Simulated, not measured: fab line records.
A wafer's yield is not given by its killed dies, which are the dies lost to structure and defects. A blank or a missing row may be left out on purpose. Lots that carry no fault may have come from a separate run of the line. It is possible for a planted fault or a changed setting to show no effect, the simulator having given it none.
Which tool did it? ; flow n5-finfet ; 72 wafers from 24 lots sampled at 5 of the route's 1938 steps

WHAT THE GAUGES SHOWED, per wafer
N5_BEOL_M14_INSPECT_30: inspects for defects (macro). Usual: raw-defect-count reads 1.8 (standard deviation 1.3).
lot;measured;on;raw-defect-count;flag
L075;day 12 02:28;defect-inspect-02;0 0 3;
L074;day 12 14:11;defect-inspect-02;4 3 4;
L076;day 12 14:29;defect-inspect-02;1 1 1;
L077;day 12 14:40;defect-inspect-02;3 4 0;
L078;day 13 01:50;defect-inspect-02;0 2 1;
L079;day 13 05:02;defect-inspect-02;1 1 5;
L082;day 13 13:24;defect-inspect-01;0 2 2;
L080;day 13 17:03;defect-inspect-02;2 2 2;
L081;day 13 17:38;defect-inspect-02;2 5 2;
L083;day 14 09:50;defect-inspect-01;1 3 3;
L086;day 14 18:24;defect-inspect-01;3 3 2;
L085;day 14 22:04;defect-inspect-02;2 3 2;
L084;day 15 00:31;defect-inspect-02;2 2 1;
L089;day 15 05:38;defect-inspect-01;1 4 3;
L087;day 15 08:14;defect-inspect-02;0 0 3;
L088;day 15 09:09;defect-inspect-01;4 2 2;
L091;day 15 11:35;defect-inspect-02;1 0 0;
L090;day 15 13:56;defect-inspect-01;2 4 1;
L092;day 15 23:34;defect-inspect-02;4 1 2;
L093;day 16 02:07;defect-inspect-01;1 0 0;
L094;day 16 21:03;defect-inspect-01;3 0 3;
L095;day 17 03:02;defect-inspect-01;0 0 0;
L097;day 17 08:16;defect-inspect-01;3 1 2;
L096;day 17 16:03;defect-inspect-02;0 2 1;

N5_BEOL_M14_THK_MEAS_50: measures by xrf. Usual: M14_THK gives 570 nm (standard deviation 7.7).
lot;measured;on;M14_THK (nm);flag
L075;day 12 04:56;film-metro-01;579 565 572;
L074;day 12 18:13;film-metro-02;570 555 571;
L076;day 12 19:43;film-metro-02;583 577 576;
L077;day 12 19:49;film-metro-02;574 573 572;
L078;day 13 07:44;film-metro-01;575 583 574;
L079;day 13 08:04;film-metro-01;569 569 562;
L082;day 13 16:35;film-metro-01;562 574 567;
L080;day 13 19:16;film-metro-02;577 567 568;
L081;day 14 00:30;film-metro-02;570 585 565;
L083;day 14 14:20;film-metro-02;573 569 567;
L086;day 15 04:11;film-metro-02;561 572 568;
L085;day 15 04:24;film-metro-01;577 566 571;
L084;day 15 05:34;film-metro-02;563 564 558;
L089;day 15 07:55;film-metro-01;556 568 563;
L087;day 15 14:33;film-metro-02;565 560 570;
L088;day 15 20:46;film-metro-02;556 566 565;
L091;day 15 22:05;film-metro-01;567 575 576;
L090;day 16 00:51;film-metro-01;577 560 578;
L092;day 16 04:59;film-metro-02;569 570 577;
L093;day 16 06:25;film-metro-01;568 569 569;
L094;day 17 00:53;film-metro-01;565 571 567;
L095;day 17 11:05;film-metro-01;575 578 587;
L097;day 17 11:34;film-metro-02;584 572 565;
L096;day 17 18:35;film-metro-01;564 560 564;

N5_BEOL_M15_OVL_MEAS_29. Usual: M15_OVL gives -2 nm (standard deviation 5.5).
lot;measured;on;M15_OVL (nm);flag
L075;day 12 07:37;overlay-01;-1 7 4;
L074;day 12 20:47;overlay-02;2 0 -2;
L076;day 12 22:10;overlay-02;0 -6 6;
L077;day 12 22:20;overlay-01;2 -8 -1;
L078;day 13 10:15;overlay-02;-1 0 2;
L079;day 13 10:36;overlay-02;3 1 3;
L082;day 13 19:08;overlay-01;-11 -12 -14;
L080;day 13 21:46;overlay-02;-1 1 3;
L081;day 14 02:50;overlay-02;-5 0 -3;
L083;day 14 16:48;overlay-01;3 -6 -7;
L086;day 15 06:32;overlay-01;-10 -9 -5;
L085;day 15 07:08;overlay-02;5 -2 4;
L084;day 15 08:03;overlay-02;-2 -6 -11;
L089;day 15 10:44;overlay-01;1 3 2;
L087;day 15 16:55;overlay-01;8 10 7;
L088;day 15 23:26;overlay-02;-3 -3 -11;
L091;day 16 00:37;overlay-01;-6 -5 -8;
L090;day 16 03:05;overlay-02;-10 -7 -9;
L092;day 16 07:14;overlay-02;-3 -6 -1;
L093;day 16 08:46;overlay-02;-7 -6 -8;
L094;day 17 03:07;overlay-01;1 -7 0;
L095;day 17 13:34;overlay-01;-6 6 2;
L097;day 17 14:09;overlay-02;-9 -9 -3;
L096;day 17 20:59;overlay-01;-2 -9 3;

EACH LOT AND THE TOOL THAT RAN IT (in order: tool; ch and the chambers of the sampled wafers; start)
lot;N5_BEOL_M14_ETCH_67;N5_BEOL_M15_ETCH_57
L075;rie-diel-06 ch 0,2,3, day 12 02:32;rie-diel-02 ch 0,1, day 12 06:34
L074;rie-diel-06 ch 1,2, day 12 14:16;rie-diel-02 ch 0,3, day 12 19:58
L076;rie-diel-05 ch 0,2,3, day 12 14:33;rie-diel-04 ch 1,2,3, day 12 21:14
L077;rie-diel-01 ch 0,1,2, day 12 14:48;rie-diel-03 ch 0,1,2, day 12 21:24
L078;rie-diel-01 ch 0,2, day 13 01:54;rie-diel-02 ch 0,2,3, day 13 09:19
L079;rie-diel-06 ch 0,2, day 13 05:08;rie-diel-02 ch 0,1,3, day 13 09:47
L082;rie-diel-05 ch 0,2, day 13 13:53;rie-diel-04 ch 0,1,2, day 13 18:12
L080;rie-diel-01 ch 0,3, day 13 17:07;rie-diel-04 ch 1,2,3, day 13 20:50
L081;rie-diel-01 ch 0,2,3, day 13 17:42;rie-diel-02 ch 1,2,3, day 14 02:02
L083;rie-diel-05 ch 1,2, day 14 09:53;rie-diel-03 ch 0,1,2, day 14 16:07
L086;rie-diel-01 ch 0,3, day 14 18:35;rie-diel-03 ch 0,2, day 15 05:44
L085;rie-diel-05 ch 0,3, day 14 22:10;rie-diel-03 ch 2,3, day 15 06:13
L084;rie-diel-06 ch 1,2,3, day 15 00:35;rie-diel-02 ch 0,3, day 15 07:07
L089;rie-diel-01 ch 0,3, day 15 05:43;rie-diel-03 ch 0,2,3, day 15 09:56
L087;rie-diel-06 ch 0,2,3, day 15 08:44;rie-diel-03 ch 0,1,3, day 15 15:59
L088;rie-diel-06 ch 0,1,3, day 15 09:19;rie-diel-02 ch 1,2,3, day 15 22:31
L091;rie-diel-01 ch 0,1,2, day 15 11:40;rie-diel-04 ch 2,3, day 15 23:41
L090;rie-diel-01 ch 1,2,3, day 15 14:00;rie-diel-04 ch 0,1,2, day 16 02:17
L092;rie-diel-05 ch 1,2, day 15 23:38;rie-diel-04 ch 0,1, day 16 06:26
L093;rie-diel-06 ch 0,2,3, day 16 02:11;rie-diel-02 ch 2,3, day 16 07:50
L094;rie-diel-01 ch 0,1, day 16 21:07;rie-diel-02 ch 1,3, day 17 02:19
L095;rie-diel-05 ch 0,2,3, day 17 03:06;rie-diel-04 ch 0,1,2, day 17 12:38
L097;rie-diel-01 ch 0,1, day 17 08:20;rie-diel-04 ch 1,2, day 17 13:21
L096;rie-diel-06 ch 1,2,3, day 17 16:07;rie-diel-04 ch 1,2, day 17 20:11
- N5_BEOL_M14_ETCH_67: etches SiARC in CF4, target depth 143 nm, time 238.3 s.
- N5_BEOL_M15_ETCH_57: etches SOC in N2/H2, time 750 s.

AS READ BY THE TOOLS THEMSELVES (means over the sampled wafers that have a number; for cases with no such wafer, the mark the record gives instead)
N5_BEOL_M14_ETCH_67. Usual: drypump-motor-current-A 5.6 A, standard deviation 0.42; etch-rf-on-time-s 235.7 s, standard deviation 2.9; oes-product-au 0.70 a.u., standard deviation 0.054; rf-vpp-V 184.4 V, standard deviation 0.98; showerhead-plenum-p-Torr 2.16 Torr, standard deviation 0.052; throttle-valve-pct 15.55 %, standard deviation 0.17.
lot;tool;drypump-motor-current-A (A);etch-rf-on-time-s (s);oes-product-au (a.u.);rf-vpp-V (V);showerhead-plenum-p-Torr (Torr);throttle-valve-pct (%);flag
L075;rie-diel-06;5.2;234.2;0.70;184.7;2.19;15.58;
L074;rie-diel-06;5.6;237.3;0.67;184.9;2.17;15.55;
L076;rie-diel-05;5.9;233.5;0.71;183.8;2.14;15.47;
L077;rie-diel-01;5.5;233.2;0.71;183.9;2.16;15.50;
L078;rie-diel-01;5.2;236.7;0.71;184.6;2.15;15.43;
L079;rie-diel-06;5.3;234.9;0.67;185.0;2.20;15.59;
L082;rie-diel-05;5.8;237.8;0.68;183.6;2.10;15.60;
L080;rie-diel-01;5.5;239.4;0.77;184.7;2.18;15.48;
L081;rie-diel-01;5.3;238.2;0.74;184.0;2.16;15.45;
L083;rie-diel-05;5.8;235.8;0.70;182.9;2.07;15.71;
L086;rie-diel-01;5.5;235.3;0.72;185.0;2.16;15.51;
L085;rie-diel-05;5.9;236.2;0.67;185.3;2.15;15.38;
L084;rie-diel-06;5.5;236.8;0.74;184.7;2.23;15.45;
L089;rie-diel-01;5.5;242.0;0.74;184.7;2.18;15.52;
L087;rie-diel-06;5.2;237.0;0.67;184.9;2.18;15.65;
L088;rie-diel-06;5.5;233.1;0.72;184.9;2.20;15.59;
L091;rie-diel-01;5.5;234.5;0.69;184.7;2.15;15.55;
L090;rie-diel-01;5.5;235.9;0.72;183.8;2.16;15.55;
L092;rie-diel-05;5.8;235.5;0.69;183.6;2.07;15.74;
L093;rie-diel-06;5.2;236.7;0.66;185.2;2.18;15.65;
L094;rie-diel-01;5.6;233.8;0.67;183.9;2.14;15.64;
L095;rie-diel-05;5.9;235.7;0.67;184.1;2.12;15.56;
L097;rie-diel-01;5.6;236.0;0.67;184.3;2.14;15.64;
L096;rie-diel-06;5.5;235.5;0.71;185.0;2.22;15.49;

N5_BEOL_M15_ETCH_57. Usual: drypump-motor-current-A 5.7 A, standard deviation 0.41; oes-product-au 0.81 a.u., standard deviation 0.081; rf-vpp-V 522.7 V, standard deviation 2.6; showerhead-plenum-p-Torr 2.50 Torr, standard deviation 0.088; throttle-valve-pct 17.77 %, standard deviation 0.2.
lot;tool;drypump-motor-current-A (A);oes-product-au (a.u.);rf-vpp-V (V);showerhead-plenum-p-Torr (Torr);throttle-valve-pct (%);flag
L075;rie-diel-02;5.1;0.83;521.0;2.44;17.69;
L074;rie-diel-02;5.3;0.72;521.8;2.46;17.85;
L076;rie-diel-04;5.9;0.85;524.8;2.54;17.65;
L077;rie-diel-03;5.6;0.81;524.9;2.57;17.93;
L078;rie-diel-02;5.4;0.83;521.5;2.46;17.76;
L079;rie-diel-02;5.2;0.77;521.7;2.45;17.77;
L082;rie-diel-04;6.1;0.80;522.2;2.49;17.76;
L080;rie-diel-04;5.9;0.85;524.2;2.54;17.66;
L081;rie-diel-02;5.5;0.84;522.3;2.50;17.61;
L083;rie-diel-03;5.6;0.79;523.9;2.56;17.95;
L086;rie-diel-03;5.6;0.76;523.6;2.54;17.97;
L085;rie-diel-03;5.9;0.78;525.2;2.59;17.80;
L084;rie-diel-02;5.3;0.71;521.4;2.45;17.89;
L089;rie-diel-03;5.8;0.75;525.0;2.57;17.97;
L087;rie-diel-03;5.8;0.77;525.0;2.59;17.96;
L088;rie-diel-02;5.5;0.82;522.2;2.49;17.64;
L091;rie-diel-04;5.8;0.87;523.4;2.50;17.63;
L090;rie-diel-04;6.0;0.78;521.9;2.48;17.78;
L092;rie-diel-04;6.3;0.74;523.0;2.47;17.84;
L093;rie-diel-02;5.7;0.86;523.5;2.50;17.63;
L094;rie-diel-02;5.3;0.77;522.0;2.48;17.66;
L095;rie-diel-04;6.0;0.77;522.1;2.48;17.80;
L097;rie-diel-04;6.0;0.77;523.1;2.55;17.76;
L096;rie-diel-04;5.7;0.81;524.7;2.56;17.72;

THE ANSWER, worked out from the rows above alone
Rule: take the mean of a lot's wafers that have a number; if it is more than 3 standard deviations from the usual mean, the lot is off. A lot without any number at a reading at which 4 lots or more have one is off too. Any other lot the step has rows for is counted as sound. Order of review: gauges by route order, followed by the tools' own readings, for which a lot's mean as printed above is used. At the first step where some lot is off, the reading lying furthest off is the one used; lots without a number count as furthest.
No lot is off on any of the readings shown, so nothing can be concluded from this.

WHAT THE SIMULATOR HAD INSERTED
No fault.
